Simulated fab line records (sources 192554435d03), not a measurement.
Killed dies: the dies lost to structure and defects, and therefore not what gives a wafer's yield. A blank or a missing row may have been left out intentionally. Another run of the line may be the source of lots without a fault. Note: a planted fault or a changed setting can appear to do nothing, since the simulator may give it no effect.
Chamber matching | flow n5 finfet | N5_BEOL_M10_DESCUM_33 on rie diel-06: 4 sister chambers
The step chemistry O2, time 7.9 s. 4 wafers are shown with their chamber, then 10 later ones without.

## EACH WAFER AND ITS CHAMBER
wafer  | chamber | showerhead plenum p Torr (Torr)
L082.6 | 1       | 2.03
L084.1 | 2       | 2.20
L085.2 | 3       | 2.12
L085.3 | 0       | 2.19

## WAFERS MISSING THEIR CHAMBER
wafer  | showerhead plenum p Torr (Torr)
L085.6 | 2.19
L086.2 | 2.19
L086.3 | 2.20
L086.4 | 2.12
L087.1 | 2.02
L087.2 | 2.19
L087.6 | 2.02
L091.3 | 2.02
L091.4 | 2.19
L091.6 | 2.11

## CHAMBER TAKEN BY EACH
wafer  | from the rows above     | in truth
L085.6 | can't be placed: 0 or 2 | 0
L086.2 | can't be placed: 0 or 2 | 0
L086.3 | can't be placed: 2 or 0 | 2
L086.4 | 3                       | 3
L087.1 | 1                       | 1
L087.2 | can't be placed: 0 or 2 | 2
L087.6 | 1                       | 1
L091.3 | 1                       | 1
L091.4 | can't be placed: 0 or 2 | 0
L091.6 | 3                       | 3
5 of 10 placed correctly. Can't be placed from these rows: 5 (the true chamber is among the candidates in 5). 0 placed wrongly.
How it was worked out, from the rows above alone: a wafer's distance from a chamber is the root of the sum, over the readings, of the square of ((its reading less the chamber's mean) divided by the reading's scatter). The wafer belongs to the nearest chamber; if the next one is less than 2 further off, it can't be placed. For every chamber, the mean is computed from those of its wafers that are shown. The scatter (one wafer shown for each chamber): square how far every hidden wafer sits from the nearest shown wafer, average those squares and take the square root.
